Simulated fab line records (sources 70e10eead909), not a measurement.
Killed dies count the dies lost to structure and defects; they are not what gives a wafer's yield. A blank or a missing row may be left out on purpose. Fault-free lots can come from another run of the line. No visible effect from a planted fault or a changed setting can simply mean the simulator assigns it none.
fab line records	flow nandHarc
record lots=14	wafers=42	lastDay=33
route steps=1302 shown A_CONTACT@1092 A_BLC@1126
lots untouched by any fault: they come from a run of this same line in which no faults occurred
startH: the number of hours between the record's first day and the start of the first shown wafer of the lot	waitH: how many hours have passed since the lot's step before this one	" same as the row above	L1.1+2: one row covering several wafers at once	- no value, or no start given	* or withheld: withheld	< > ~ a bound
route shown NAME@n: NAME is a module with steps in the file, n the number in the route of the first one	usual: the fault-free wafers' mean and standard deviation	same: alike in all rows	chamber/n: place in a boat	sites: each site's reading	_std_site: the standard deviation of these	_edge_site: mean of outer sites minus mean of inner sites	radiusMm: for every site, how far away it sits from the centre of the wafer	mask NAME#n: copy n	behind: the most recent tool/chamber to have shaped the wafer	hold: reason for holding the lot/hours on hold/outcome of the hold	device: the n, p or np transistor that did not switch	end of line: at the end of the route, the tests of the same wafers	a step with no rows: only its recipe	killed: dies that structure and defects cost at the first sort, which is not the same as the wafer's yield	map: the dies of a wafer, with x for killed, . for not killed, _ for no die there
set.NAME: the setting the step ran with; set.NAME@STEP: the setting that earlier step ran with	model.NAME: the simulator's own value behind a step, which no gauge read
route steps across a sampled set of lots; one table per step, one row per wafer
services: the hour from which a tool's chamber was out of use, counted from the record's first day as startH (under 0 if before that day), plus the number of hours and why
## steps
# step NHARC_A_CONTACT_ETCH_92
# recipe targetDepthA=400	overEtchFrac=0.5	timeS=85.7	ionEnergyEv=120	ch3fFlowSccm=50	o2FlowSccm=30	arFlowSccm=200	rfW=500	biasW=100	chemistry=CH3F/O2
# usual drypumpMotorCurrentA=5.6/0.38	oesProductAu=0.95/0.034	rfVppV=244.0/1.3	showerheadPlenumPTorr=2.44/0.068	throttleValvePct=20.663/0.0088
# same timeS=85.7
lot.wafer	tool	chamber	startH	waitH	drypumpMotorCurrentA	oesProductAu	rfHoursCounterH	rfVppV	showerheadPlenumPTorr	throttleValvePct
L456.4	rieDiel-05	3	529.43	0.4	6.3	1.00	31	246.2	2.57	20.661
L456.3	"	0	"	"	5.8	0.99	35	242.5	2.30	20.666
L456.5	"	3	"	"	6.4	1.00	-	244.8	2.57	20.668
L457.3	rieDiel-05	2	535.52	0.5	4.7	0.91	34	244.7	2.43	20.650
L457.5	"	1	"	"	5.3	0.92	-	245.7	2.53	20.647
L457.6	"	2	"	"	4.7	0.91	-	243.0	2.43	20.665
L458.2	rieDiel-09	2	567.20	0.6	5.8	0.93	21	242.9	2.31	20.650
L458.3	"	0	"	"	6.1	0.92	-	245.1	2.47	20.664
L458.4	"	2	"	"	5.8	0.93	-	242.8	2.31	20.661
L459.4	rieDiel-13	1	576.01	0.5	5.4	0.93	11	243.4	2.39	20.664
L459.3	"	0	"	"	5.7	0.92	10	242.3	2.42	20.653
L459.6	"	2	"	"	6.0	0.92	-	244.7	2.53	20.667
L460.3	rieDiel-13	0	579.62	0.5	5.7	1.01	10	243.1	2.42	20.647
L460.4	"	1	"	"	5.4	1.01	11	242.7	2.39	20.665
L460.5	"	3	"	"	5.4	1.01	-	244.0	2.46	20.685
L462.4	rieDiel-13	2	582.06	0.4	6.0	0.93	9	245.2	2.53	20.660
L462.2	"	1	"	"	5.4	0.93	12	243.4	2.39	20.663
L462.5	"	2	"	"	6.0	0.93	-	244.7	2.53	20.659
L463.4	rieDiel-13	3	598.96	0.4	5.4	0.92	13	244.8	2.46	20.671
L463.3	"	0	"	"	5.7	0.92	14	244.2	2.42	20.661
L463.6	"	2	"	"	6.0	0.92	-	244.0	2.53	20.651
L464.4	rieDiel-13	1	599.85	0.4	5.4	0.94	16	241.6	2.39	20.661
L464.1	"	0	"	"	5.7	0.92	14	243.3	2.42	20.660
L464.5	"	2	"	"	6.0	0.92	-	245.7	2.53	20.671
L466.4	rieDiel-13	2	614.99	0.4	6.0	0.95	15	246.1	2.53	20.667
L466.1	"	3	"	"	5.3	0.94	16	245.0	2.45	20.672
L466.3	"	1	"	"	5.4	0.95	18	243.8	2.39	20.640
L467.1	rieDiel-09	3	634.29	0.5	5.5	0.92	38	243.2	2.43	20.670
L467.3	"	0	"	"	6.1	0.92	45	244.0	2.46	20.654
L467.4	"	1	"	"	5.5	0.93	-	244.5	2.44	20.655
L469.2	rieDiel-13	1	651.98	0.5	5.4	0.92	24	243.3	2.38	20.674
L469.3	"	2	"	"	6.0	0.91	21	246.7	2.53	20.658
L469.6	"	1	"	"	5.4	0.91	-	243.1	2.38	20.668
L474.1	rieDiel-13	3	713.01	0.5	5.4	0.99	0	244.4	2.45	20.659
L474.4	"	1	"	"	5.4	1.01	0	242.6	2.38	20.672
L474.5	"	0	"	"	5.6	1.00	-	244.5	2.41	20.658
L477.4	rieDiel-13	3	731.18	0.4	5.3	1.00	4	244.6	2.45	20.665
L477.3	"	0	"	"	5.7	0.99	4	242.5	2.41	20.657
L477.5	"	3	"	"	5.3	1.00	-	244.8	2.45	20.670
L478.4	rieDiel-05	3	750.53	0.4	6.3	0.93	55	244.6	2.54	20.664
L478.1	"	1	"	"	5.3	0.93	56	243.5	2.50	20.662
L478.5	"	2	"	"	4.6	0.93	-	243.8	2.40	20.662
# step NHARC_A_CONTACT_CMP_20
# recipe tOverpolishS=30	targetThkNm=300
# usual motorCurrentA=12.0/1.2	overpolishRunS=30.000/0.009	slurryFilterDpKPa=13.49/0.14	timeToEndpointS=59.0/2.6
lot.wafer	tool	chamber	startH	waitH	motorCurrentA	overpolishRunS	slurryFilterDpKPa	timeToEndpointS
L456.4	cmp-02	1	531.75	0.6	10.0	29.993	13.59	59.6
L456.3	"	2	"	"	13.7	29.986	13.81	62.0
L456.5	"	0	"	"	12.9	29.993	13.37	61.3
L457.3	cmp-01	2	537.85	0.6	12.1	30.012	13.40	62.6
L457.6	"	3	"	"	12.8	30.001	13.32	59.5
L457.5	"	0	"	"	13.3	30.001	13.43	65.0
L458.3	cmp-01	2	572.77	0.4	13.1	30.006	13.55	57.1
L458.4	"	0	"	"	13.4	30.002	13.45	61.2
L458.2	"	1	"	"	11.0	30.004	13.26	54.1
L459.4	cmp-03	1	578.28	0.5	11.8	30.007	13.43	59.6
L459.3	"	3	"	"	12.4	30.012	13.44	54.5
L459.6	"	0	"	"	11.1	30.005	13.47	57.8
L460.3	cmp-02	0	582.11	0.5	12.5	29.987	13.41	58.2
L460.4	"	2	"	"	13.1	29.999	13.47	58.9
L460.5	"	1	"	"	9.8	30.023	13.51	58.1
L462.2	cmp-02	0	584.29	0.8	12.7	30.002	13.36	60.0
L462.4	"	1	"	"	10.1	30.006	13.73	61.4
L462.5	"	0	"	"	12.9	29.999	13.52	58.6
L463.3	cmp-02	0	601.57	0.4	13.2	30.004	13.25	63.5
L463.4	"	3	"	"	10.4	30.007	13.45	60.7
L463.6	"	0	"	"	13.3	30.001	13.69	62.4
L464.1	cmp-01	3	602.16	0.6	13.1	29.996	13.51	58.0
L464.4	"	2	"	"	12.3	30.020	13.42	57.4
L464.5	"	3	"	"	12.6	30.002	13.67	57.8
L466.1	cmp-02	2	617.25	0.8	12.8	30.005	13.40	57.0
L466.3	"	0	"	"	12.2	30.009	13.56	57.2
L466.4	"	1	"	"	10.4	29.981	13.50	56.2
L467.3	cmp-01	0	636.89	0.6	13.3	30.013	13.63	53.5
L467.4	"	1	"	"	11.5	29.992	13.43	55.5
L467.1	"	2	"	"	12.3	30.010	13.38	56.3
L469.3	cmp-03	0	654.27	0.5	11.7	29.985	13.41	55.0
L469.2	"	3	"	"	11.5	30.013	13.65	56.2
L469.6	"	1	"	"	12.0	30.004	13.26	60.2
L474.1	cmp-01	3	715.25	0.8	12.8	30.015	13.41	60.7
L474.4	"	1	"	"	11.4	30.009	13.63	57.9
L474.5	"	0	"	"	13.7	29.983	13.18	59.5
L477.4	cmp-02	1	733.43	0.5	9.6	29.978	13.62	57.8
L477.3	"	3	"	"	10.3	29.995	13.38	62.1
L477.5	"	1	"	"	9.7	29.997	13.55	58.6
L478.4	cmp-02	0	752.77	0.4	13.8	29.982	13.42	60.2
L478.1	"	3	"	"	9.7	29.999	13.45	60.0
L478.5	"	0	"	"	12.9	30.012	13.24	62.6
# step NHARC_A_BLC_STRIP_21
# recipe o2FlowSccm=500	arFlowSccm=0	biasW=0	chemistry=O2
# usual drypumpMotorCurrentA=5.7/0.62	oesProductAu=1.000/0.0075	rfVppV=57.7/0.94	showerheadPlenumPTorr=3.49/0.16	throttleValvePct=17.036/0.0094
lot.wafer	tool	chamber	startH	waitH	drypumpMotorCurrentA	oesProductAu	rfHoursCounterH	rfVppV	showerheadPlenumPTorr	throttleValvePct
L456.3	rieDiel-11	1	534.17	0.1	6.7	1.000	8	57.5	3.38	17.033
L456.5	"	1	"	"	6.7	0.991	-	57.8	3.38	17.017
L456.4	"	2	"	"	5.2	0.992	-	57.2	3.43	17.046
L457.3	rieDiel-11	1	539.94	0.1	6.7	1.000	9	56.4	3.38	17.022
L457.6	"	0	"	"	5.9	1.002	-	57.8	3.56	17.039
L457.5	"	2	"	"	5.2	0.990	-	58.4	3.43	17.028
L458.2	rieDiel-08	1	575.24	0.1	6.3	1.014	1	58.0	3.75	17.026
L458.3	"	3	"	"	4.8	0.981	1	57.4	3.30	17.036
L458.4	"	0	"	"	5.7	1.014	-	58.1	3.50	17.022
L459.3	rieDiel-01	1	580.67	0.1	6.2	1.014	8	60.5	3.64	17.038
L459.6	"	1	"	"	6.3	1.011	-	57.7	3.64	17.053
L459.4	"	2	"	"	6.4	1.013	-	58.9	3.76	17.026
L460.3	rieDiel-08	3	584.44	0.1	4.8	0.996	2	56.9	3.30	17.034
L460.4	"	3	"	"	4.8	1.000	-	54.8	3.30	17.028
L460.5	"	0	"	"	5.7	1.008	-	57.4	3.50	17.035
L462.4	rieDiel-08	1	586.73	0.1	6.3	1.014	2	58.0	3.75	17.032
L462.2	"	2	"	"	5.8	1.005	1	57.6	3.34	17.043
L462.5	"	0	"	"	5.7	1.002	-	58.7	3.50	17.030
L463.3	rieDiel-01	3	604.00	0.1	6.0	0.992	8	58.9	3.80	17.037
L463.4	"	1	"	"	6.2	0.990	13	58.4	3.64	17.031
L463.6	"	3	"	"	6.0	0.993	-	59.1	3.80	17.040
L464.1	rieDiel-08	0	604.40	0.1	5.7	0.990	3	56.6	3.49	17.027
L464.4	"	3	"	"	4.8	0.981	3	57.0	3.30	17.025
L464.5	"	0	"	"	5.7	1.005	-	56.1	3.49	17.032
L466.4	rieDiel-11	0	619.50	0.1	5.9	0.999	0	57.2	3.56	17.033
L466.1	"	1	"	"	6.7	0.999	0	57.8	3.38	17.053
L466.3	"	3	"	"	5.1	1.002	0	55.4	3.31	17.021
L467.1	rieDiel-08	3	639.10	0.1	4.8	1.009	5	57.4	3.30	17.032
L467.3	"	0	"	"	5.7	1.001	5	57.1	3.49	17.040
L467.4	"	1	"	"	6.3	1.013	6	58.6	3.75	17.044
L469.2	rieDiel-08	3	656.40	0.1	4.8	0.996	6	57.0	3.30	17.040
L469.3	"	0	"	"	5.7	1.006	6	57.3	3.49	17.040
L469.6	"	3	"	"	4.8	0.996	-	58.1	3.30	17.058
L474.1	rieDiel-11	2	717.49	0.1	5.2	1.009	8	57.3	3.42	17.032
L474.4	"	3	"	"	5.1	0.986	9	57.0	3.30	17.044
L474.5	"	3	"	"	5.1	0.986	-	56.9	3.30	17.037
L477.4	rieDiel-11	2	735.67	0.1	5.2	1.007	10	57.1	3.42	17.038
L477.3	"	0	"	"	5.9	1.004	10	58.6	3.55	17.037
L477.5	"	2	"	"	5.2	1.004	-	58.0	3.42	17.022
L478.1	rieDiel-11	2	755.04	0.1	5.2	1.008	12	57.1	3.42	17.031
L478.4	"	3	"	"	5.1	0.995	13	57.6	3.30	17.036
L478.5	"	1	"	"	6.7	0.994	-	57.0	3.37	17.033
# step NHARC_A_BLC_CVD_24
# recipe targetThkA=1500	tempC=300	pressureTorr=40	wf6FlowSccm=40	h2FlowSccm=1600	arFlowSccm=1560	timeS=434	material=W
# usual chamberPressureTorr=40.00/0.076	heaterPowerW=447/26	mfcH2Sccm=1600/5.3	mfcWf6Sccm=40.01/0.11	throttleValvePct=8.04/0.2
# same timeS=434
lot.wafer	tool	chamber	startH	waitH	chamberPressureTorr	heaterPowerW	mfcH2Sccm	mfcWf6Sccm	throttleValvePct
L456.4	cvdW-02	0	535.18	-	40.03	452	1602	39.84	8.39
L456.3	"	1	"	"	40.06	394	1606	40.01	7.77
L456.5	"	1	"	"	40.02	389	1594	39.81	8.07
L457.3	cvdW-01	1	541.06	-	40.05	443	1591	39.80	7.93
L457.6	"	0	"	"	40.07	450	1593	40.05	8.07
L457.5	"	1	"	"	40.05	450	1594	40.13	7.87
L458.2	cvdW-02	1	576.11	-	40.08	383	1607	39.97	7.94
L458.4	"	1	"	"	40.11	390	1598	40.03	7.71
L458.3	"	0	"	"	40.00	461	1599	40.35	8.15
L459.4	cvdW-02	0	581.73	-	40.01	455	1602	39.98	8.25
L459.3	"	1	"	"	39.93	391	1594	40.04	7.87
L459.6	"	1	"	"	40.02	403	1603	40.08	8.23
L460.4	cvdW-02	1	585.50	-	40.06	394	1600	40.00	8.06
L460.3	"	0	"	"	40.03	446	1605	40.00	8.34
L460.5	"	0	"	"	39.95	454	1600	39.90	8.58
L462.2	cvdW-01	0	587.58	-	40.01	443	1600	40.14	8.10
L462.4	"	1	"	"	40.00	475	1604	40.11	7.96
L462.5	"	0	"	"	39.95	438	1597	40.16	7.94
L463.3	cvdW-01	0	605.01	-	40.05	442	1600	40.02	8.03
L463.4	"	1	"	"	39.95	480	1599	40.12	7.87
L463.6	"	1	"	"	39.98	482	1596	39.96	7.85
L464.1	cvdW-02	0	605.27	-	40.10	452	1594	39.96	8.25
L464.4	"	1	"	"	40.00	403	1600	40.19	8.41
L464.5	"	0	"	"	40.18	446	1588	40.00	8.36
L466.1	cvdW-01	0	620.36	-	39.99	441	1595	39.87	7.98
L466.3	"	0	"	"	40.01	444	1604	40.03	8.17
L466.4	"	1	"	"	40.02	469	1610	40.09	7.88
L467.1	cvdW-01	1	639.96	-	39.93	473	1604	40.22	7.89
L467.3	"	1	"	"	40.02	477	1604	40.03	7.95
L467.4	"	0	"	"	40.11	437	1600	40.01	7.72
L469.2	cvdW-01	1	657.37	-	39.99	470	1603	40.07	7.97
L469.3	"	1	"	"	40.03	470	1597	39.98	7.82
L469.6	"	1	"	"	40.01	480	1607	40.03	7.61
L469.2	cvdW-01	1	658.05	0.6	40.00	482	1593	40.19	7.96
L469.3	"	1	"	"	40.02	474	1589	40.08	8.04
L469.6	"	1	"	"	39.93	467	1591	40.04	7.78
L474.1	cvdW-01	0	718.36	-	40.07	427	1598	40.02	8.10
L474.4	"	0	"	"	39.90	429	1603	39.87	8.14
L474.5	"	0	"	"	39.94	435	1609	40.13	7.84
L474.1	cvdW-01	0	719.84	1.3	39.81	442	1598	39.89	8.15
L474.4	"	0	"	"	39.94	444	1599	39.89	8.01
L474.5	"	0	"	"	40.07	442	1600	39.81	8.21
L477.3	cvdW-01	0	736.69	-	40.05	432	1593	40.08	8.24
L477.4	"	1	"	"	39.98	486	1594	40.01	7.94
L477.5	"	0	"	"	40.02	436	1603	39.90	8.26
L478.1	cvdW-01	0	756.01	-	39.83	437	1597	40.07	7.93
L478.4	"	0	"	"	40.02	426	1595	40.06	8.12
L478.5	"	1	"	"	39.97	453	1594	40.00	7.70
# step NHARC_A_BLC_CMP_25
# recipe tOverpolishS=30	targetThkNm=150
# usual motorCurrentA=11.5/1.3	overpolishRunS=30.000/0.0095	slurryFilterDpKPa=13.50/0.13	timeToEndpointS=30.1/2.1
lot.wafer	tool	chamber	startH	waitH	motorCurrentA	overpolishRunS	slurryFilterDpKPa	timeToEndpointS
L456.3	cmp-03	2	535.57	0.2	12.4	30.009	13.51	32.4
L456.4	"	3	"	"	12.1	30.006	13.19	27.1
L456.5	"	3	"	"	12.1	29.995	13.42	30.6
L457.3	cmp-03	0	541.43	0.3	11.5	30.000	13.56	30.3
L457.5	"	2	"	"	12.1	29.990	13.75	28.6
L457.6	"	3	"	"	12.7	30.005	13.39	28.5
L458.4	cmp-02	0	576.64	0.3	13.5	29.999	13.43	27.4
L458.2	"	1	"	"	10.9	29.975	13.47	27.9
L458.3	"	2	"	"	13.7	29.998	13.63	29.3
L459.3	cmp-04	0	582.14	0.3	9.9	29.994	13.29	30.3
L459.4	"	2	"	"	14.3	30.012	13.49	30.1
L459.6	"	3	"	"	11.2	30.003	13.64	26.6
L460.3	cmp-02	3	585.89	0.2	9.6	30.002	13.67	30.6
L460.4	"	2	"	"	13.4	30.009	13.68	31.6
L460.5	"	3	"	"	10.4	30.005	13.74	31.7
L462.4	cmp-02	2	588.16	0.3	13.0	30.000	13.69	28.6
L462.2	"	3	"	"	10.3	29.987	13.46	30.7
L462.5	"	1	"	"	10.5	29.998	13.30	28.6
L463.4	cmp-02	2	605.40	0.2	14.0	29.995	13.46	31.5
L463.3	"	3	"	"	9.9	30.014	13.34	32.6
L463.6	"	2	"	"	13.6	30.010	13.48	32.8
L464.4	cmp-04	0	605.82	0.3	10.4	29.985	13.61	32.0
L464.1	"	2	"	"	13.1	29.993	13.66	32.0
L464.5	"	0	"	"	9.9	30.006	13.49	32.5
L466.3	cmp-03	0	620.92	0.3	11.6	29.988	13.65	25.2
L466.4	"	1	"	"	12.2	29.993	13.28	30.1
L466.1	"	2	"	"	11.7	30.012	13.50	29.9
L467.4	cmp-04	0	640.49	0.2	9.9	30.005	13.55	32.4
L467.3	"	2	"	"	13.8	29.998	13.48	30.7
L467.1	"	3	"	"	11.2	30.014	13.53	28.5
L469.3	cmp-04	3	658.59	0.3	10.6	30.008	13.42	61.2
L469.2	"	1	"	"	10.7	29.998	13.41	59.7
L469.6	"	3	"	"	10.7	30.002	13.45	63.0
L474.4	cmp-04	1	720.91	0.5	10.7	29.996	13.54	61.2
L474.1	"	2	"	"	13.8	29.987	13.68	62.3
L474.5	"	0	"	"	9.9	29.995	13.46	65.5
L477.4	cmp-04	1	737.10	0.3	9.9	30.005	13.50	31.2
L477.3	"	3	"	"	10.4	30.003	13.56	29.1
L477.5	"	1	"	"	10.3	29.986	13.33	31.2
L478.4	cmp-02	3	756.47	0.2	9.7	30.013	13.62	30.4
L478.1	"	0	"	"	12.7	30.015	13.59	31.9
L478.5	"	0	"	"	12.8	29.991	13.53	32.0
## services
tool	chamber	startH	hours	kind
rieDiel-11	2	517.27	3.4	repair
rieDiel-08	0	524.87	1.2	repair
rieDiel-08	3	525.83	2.9	repair
rieDiel-13	-	526.35	9.0	pm
cmp-02	-	526.52	4.0	pm
cmp-04	-	530.79	4.0	pm
rieDiel-11	3	531.37	18.0	repair
rieDiel-08	-	537.63	0.2	repair
rieDiel-08	1	541.53	6.8	repair
rieDiel-08	-	544.83	9.0	pm
cmp-02	-	546.05	1.2	repair
cmp-04	-	554.85	1.0	repair
cvdW-01	-	561.17	13.0	pm
rieDiel-13	3	562.61	3.0	repair
rieDiel-08	2	566.74	4.3	repair
rieDiel-13	2	569.99	3.3	repair
cmp-02	-	573.34	2.1	repair
cmp-02	-	624.55	4.0	pm
cvdW-01	1	700.30	2.6	repair
rieDiel-13	-	703.35	9.0	pm
cmp-02	-	704.74	1.4	repair
cvdW-01	1	717.03	9.2	repair
cmp-02	-	722.55	4.0	pm
cvdW-01	-	742.17	13.0	pm
## key
firstSign step=NHARC_A_BLC_CVD_24	reading=visit	direction=added
effect step=NHARC_A_BLC_CMP_25	reading=timeToEndpointS	direction=up	sigmas=15	usual=*	struck=*
metAt NHARC_A_BLC_CVD_24
struckLots L469,L474
sortLeftOut L469.2,L469.3,L469.6,L474.1,L474.4,L474.5
testerLeftOut L469,L474
notActingAt NHARC_A_CONTACT_ETCH_92,NHARC_A_CONTACT_CMP_20,NHARC_A_BLC_STRIP_21
fault kind=repeatedStepWhole	tool=cvdW-01,cvdW-02	chamber=-	onsetH=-	steps=NHARC_A_BLC_CVD_24	times=1	scope=struckLotsOnly
# testerLeftOut: of these lots the tester's yield and bins aren't shown, on N5 and GAA mostly nor the transistor test; their killed dies are dies lost to structure and defects alone, not to doping, threshold or leakage, so they don't give the yield
# sortLeftOut: the simulated sort isn't trusted on such a fault, so these wafers' sort isn't shown, and their yield isn't known
